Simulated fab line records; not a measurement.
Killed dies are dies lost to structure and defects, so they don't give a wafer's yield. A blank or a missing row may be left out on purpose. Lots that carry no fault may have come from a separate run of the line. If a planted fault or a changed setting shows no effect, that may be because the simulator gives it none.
A lot that was struck, set against a sound lot	flow nand-harc	15 out of 1159 route steps
Sound: wafers L404.1, L404.4, L404.6. Wafers struck: L409.1, L409.3, L409.4. The cause comes at the end.
Per side, at each step with rows, come the tool, then ch with its chambers, and then its first start. Under that, the readings that differ: sound wafers	struck wafers	difference of the means	sigmas: that difference in standard deviations of wafers without a fault.
alike: readings with means less than 2 such deviations apart, plus words and numbers identical on both sides. not compared: withheld readings, readings lacking a value on some wafer, bounds such as >300 that could conceal the same value, and numbers that have no deviation in the record and whose values overlap.
A row with sigmas, a row that says differs or no value, or rows on one side alone: a step with any of these is where the two part. Non-overlapping numbers with no deviation appear without sigmas and do not part them. Lack of a reading on every wafer of one side parts them only where that side has two or more wafers.

first, 7 steps without rows for these wafers: NHARC_A_CHANNEL_HOLE_D1_COAT_37 (time 65 s); NHARC_A_CHANNEL_HOLE_D1_COAT_04 (resist thk 90 nm); NHARC_A_CHANNEL_HOLE_D1_SOFTBAKE_05 (time 55 s); NHARC_A_CHANNEL_HOLE_D1_EBR_06; NHARC_A_CHANNEL_HOLE_D1_EXPOSE_07 (exposes mask HOLE D1, target cd 100 nm); NHARC_A_CHANNEL_HOLE_D1_PEB_08 (peb time 65 s); NHARC_A_CHANNEL_HOLE_D1_DEVELOP_09 (develop time 35 s).
NHARC_A_CHANNEL_HOLE_D1_CD_MEAS_10: the cd target is 100 nm.
  sound on cd-sem-03 ch 0, day 8 17:05; struck on cd-sem-02 ch 0, day 10 06:39
  alike: cd-nm
NHARC_A_CHANNEL_HOLE_D1_OVL_MEAS_11:
  sound: overlay-02 at day 8 17:10; struck: overlay-02 at day 10 06:44
  alike: overlay-x-nm, overlay-y-nm
NHARC_A_CHANNEL_HOLE_D1_INSPECT_12:
  sound: defect-inspect-01 at day 8 17:12; struck: defect-inspect-02 at day 10 06:47
  alike: raw-defect-count
NHARC_A_CHANNEL_HOLE_D1_DESCUM_15: chemistry O2, time 3 s.
  sound on rie-diel-09 ch 1,2, day 8 17:16; struck on rie-diel-09 ch 0,1,3, day 10 06:50
  alike: drypump-motor-current-A, oes-product-au, rf-vpp-V, showerhead-plenum-p-Torr, throttle-valve-pct
  not compared: rf-hours-counter-h
NHARC_A_CHANNEL_HOLE_D1_ETCH_38: etches the open film in CF4, target depth 39 nm, time 65 s.
  sound on rie-diel-09 ch 0,1,3, day 8 17:21; struck on rie-diel-09 ch 0,2,3, day 10 06:56
  alike: bias-w, cf4-flow-sccm, drypump-motor-current-A, oes-product-au, rf-vpp-V, showerhead-plenum-p-Torr, throttle-valve-pct
  not compared: rf-hours-counter-h
NHARC_A_CHANNEL_HOLE_D1_ETCH_39: etches the open film in N2/H2, target depth 260 nm, time 325 s.
  sound on rie-diel-09 ch 0,1,2, day 8 17:26; struck on rie-diel-09 ch 0,1,3, day 10 07:02
  no value came back on the struck wafers for any of 8 readings (bias-w (W), chamber-pressure-mTorr (mTorr) and others); on the sound wafers bias-w (W) reads 150.6 151.4 149.4
  not compared: rf-hours-counter-h
NHARC_A_CHANNEL_HOLE_D1_ETCH_34: etches the open film in CF4/CHF3, target depth 154 nm, time 77 s.
  sound: rie-diel-09 ch 0,1; struck: rie-diel-09 ch 0,1,3
reading	sound	struck	difference	sigmas
oes-product-au (a.u.)	0.907 0.924 0.913	0.952 1.000 0.983	+0.064	+3
  alike: bias-w, cf4-flow-sccm, chf3-flow-sccm, drypump-motor-current-A, rf-vpp-V, showerhead-plenum-p-Torr, throttle-valve-pct
  not compared: rf-hours-counter-h
-- jump in the record: it breaks off in module A_CHANNEL_HOLE_D1 and resumes in module END (first step shown: number 1159 of the route), and 11 days separate the struck wafers' starts before and after --
NHARC_END_SORT_01:
  sound on prober-02 ch 0, day 20 03:13; struck on prober-02 ch 0, day 21 03:31
reading	sound	struck	difference	sigmas
hold	- - -	await-dispo/4.0h/scrap await-dispo/4.0h/scrap await-dispo/4.0h/scrap	no value on the sound wafers	
killed-at-array	23 20 23	670 671 674	+650	+71
killed-dies	27 25 26	677 677 677	+651	+67
  alike: killed-at-other, killed-at-periphery, killed-open, killed-short

== WHERE THEY PART ==
First at NHARC_A_CHANNEL_HOLE_D1_ETCH_39; last, within this record, at NHARC_END_SORT_01.

WHY: the cause the simulator had injected
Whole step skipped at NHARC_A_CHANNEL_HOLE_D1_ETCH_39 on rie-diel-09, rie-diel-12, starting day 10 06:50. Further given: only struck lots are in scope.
